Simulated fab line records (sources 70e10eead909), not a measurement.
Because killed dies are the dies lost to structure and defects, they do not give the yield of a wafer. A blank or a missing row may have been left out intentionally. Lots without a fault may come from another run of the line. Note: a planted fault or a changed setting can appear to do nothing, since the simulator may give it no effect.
A struck lot beside a sound one	flow nand_harc	40 steps out of a route of 1302
Sound: these wafers, L675.1, L675.2, L675.5. Struck: wafers L665.4, L665.5. (L665.6 of the same lot was not struck and is left out.) The cause comes at the end.
Order at every step that has rows: each side's tool, ch and its chambers, its first start. Under that, the readings that differ: sound wafers	struck wafers	difference of the means	sigmas: that difference in standard deviations of wafers without a fault.
alike: a reading whose means differ by less than 2 such deviations, as well as words and numbers matching on both sides. not compared: withheld readings; readings where some wafer has no value; bounds like >300 that might hide an equal value; numbers whose values overlap and for which the record gives no deviation.
Wherever a step has rows on one side only, a row that says differs or no value, or a row with sigmas, the two part there. Non-overlapping numbers with no deviation appear without sigmas and do not part them. Lack of a reading on every wafer of one side parts them only where that side has two or more wafers.

first, 2 steps without rows for these wafers: NHARC_P_M1_PRE_CLEAN_30 (time 30 s); NHARC_P_M1_PVD_20 (deposits TaN, target thk 5 nm, time 8.06 s).
NHARC_P_M1_PVD_21: deposits Cu, target thk 30 nm, time 20.49 s.
  sound on pvd_sputter-03; struck on pvd_sputter-01
  alike: throttle_valve_pct
then, 2 steps without rows for these wafers: NHARC_P_M1_ECD_22 (material Cu, target thk 400 nm); NHARC_P_M1_ANNEAL_31 (time 90 s).
NHARC_P_M1_CMP_23: polishes, t overpolish 20 s, target thk 157.82 nm.
  sound on cmp-02 ch 0,3, day 12 10:31; struck on cmp-01 ch 0,2, day 8 02:11
  alike: edge_zone_pressure_frac, motor_current_A, retaining_ring_pressure_frac, time_to_endpoint_s
NHARC_P_M1_THK_MEAS_24: measures by xrf.
  sound on film_metro-02, day 12 10:50; struck on film_metro-01, day 8 02:25
reading	sound	struck	difference	sigmas
thk_nm (nm)	156.7 156.0 156.4	160.9 158.8	+3.5	+3
next, for these wafers, 1 step has no rows: NHARC_P_M1_SRD_25.
NHARC_P_M1_INSPECT_27:
  sound on defect_inspect-01, day 12 10:59; struck on defect_inspect-02, day 8 02:35
  alike: raw_defect_count
NHARC_P_M1_PRE_CLEAN_32: time 12 s.
  sound on pecvd-01 ch 0,1,2, day 12 11:03; struck on pecvd-01 ch 1,2, day 8 02:41
  alike: heater_power_w
NHARC_P_M1_DEP_33: deposits SiCN, target thk 30 nm.
  sound on pecvd-01 ch 0,1,2, day 12 11:08; struck on pecvd-01 ch 1,2, day 8 02:51
  alike: heater_power_w
NHARC_P_M2_DEP_00: deposits SiOC, target thk 182.5 nm.
  sound on pecvd-02 ch 0,1,2, day 12 11:33; struck on pecvd-04 ch 0,1,2, day 8 03:16
then, 9 steps without rows for these wafers: NHARC_P_M2_DEHYDRATE_01 (time 120 s); NHARC_P_M2_HMDS_02 (time 30 s); NHARC_P_M2_COAT_34 (time 65 s); NHARC_P_M2_COAT_03 (resist thk 90 nm); NHARC_P_M2_SOFTBAKE_04 (time 55 s); NHARC_P_M2_EBR_05; NHARC_P_M2_EXPOSE_06 (exposes mask P M2, target cd 170 nm); NHARC_P_M2_PEB_07 (peb time 65 s); NHARC_P_M2_DEVELOP_08 (develop time 35 s).
NHARC_P_M2_CD_MEAS_09: the cd target is 170 nm.
  sound on cd_sem-01 ch 0, day 12 12:15; struck on cd_sem-03 ch 0, day 8 03:58
  alike: cd_nm
NHARC_P_M2_OVL_MEAS_10: pitch 340 nm.
  sound on overlay-02, day 12 12:20; struck on overlay-01, day 8 04:04
  alike: overlay_x_nm, overlay_y_nm
NHARC_P_M2_INSPECT_11:
  sound on defect_inspect-01, day 12 12:23; struck on defect_inspect-01, day 8 04:05
reading	sound	struck	difference	sigmas
raw_defect_count	2 1 2	14 7	+9	+2
then, 3 steps without rows for these wafers: NHARC_P_M2_DESCUM_14 (chemistry O2, time 3 s); NHARC_P_M2_ETCH_35 (etches the open film in N2/H2, target depth 40 nm, overetch 12 nm, time 43.94 s); NHARC_P_M2_ETCH_15 (etches the open film in C4F8/Ar, target depth 182.5 nm, time 91.2 s).
NHARC_P_M2_CD_MEAS_16:
  sound on cd_sem-03, day 12 12:44; struck on cd_sem-03, day 8 04:28
  alike: cd_nm
then, 4 steps without rows for these wafers: NHARC_P_M2_STRIP_18 (strips in N2/H2); NHARC_P_M2_ETCH_28 (etches the open film in CF4/N2, target depth 30 nm, time 72.99 s); NHARC_P_M2_STRIP_19 (strips in post etch residue remover, time 600 s); NHARC_P_M2_DEGAS_29 (time 60 s).
NHARC_P_M2_PRE_CLEAN_30: time 30 s.
  sound on pvd_sputter-01; struck on pvd_sputter-03
  alike: heater_power_w
then, 6 steps without rows for these wafers: NHARC_P_M2_PVD_20 (deposits TaN, target thk 5 nm, time 8.06 s); NHARC_P_M2_PVD_21 (deposits Cu, target thk 30 nm, time 20.49 s); NHARC_P_M2_ECD_22 (material Cu, target thk 400 nm); NHARC_P_M2_ANNEAL_31 (time 90 s); NHARC_P_M2_CMP_23 (polishes, t overpolish 20 s, target thk 144.3 nm); NHARC_P_M2_SRD_25.
-- break in the record here, with 18 days between the starts of the struck wafers on either side (left off in module P_M2, picked up again in module END, where the first step shown is number 1302 on the route) --
NHARC_END_SORT_01:
  sound on prober-01 ch 0, day 31 10:22; struck on prober-01 ch 0, day 26 16:20
reading	sound	struck	difference	sigmas
defect_limited_yield (%)	90.4 90.5 91.1	0 0	-91	-30
killed_at_periphery	4 4 4	592 592	+588	+99 or more
killed_dies	65 64 60	677 677	+614	+31
  alike: killed_at_array, killed_at_other, killed_open, killed_short

WHERE THEY PART
First at NHARC_P_M1_THK_MEAS_24; last, within this record, at NHARC_END_SORT_01.

WHY: what the simulator had put in
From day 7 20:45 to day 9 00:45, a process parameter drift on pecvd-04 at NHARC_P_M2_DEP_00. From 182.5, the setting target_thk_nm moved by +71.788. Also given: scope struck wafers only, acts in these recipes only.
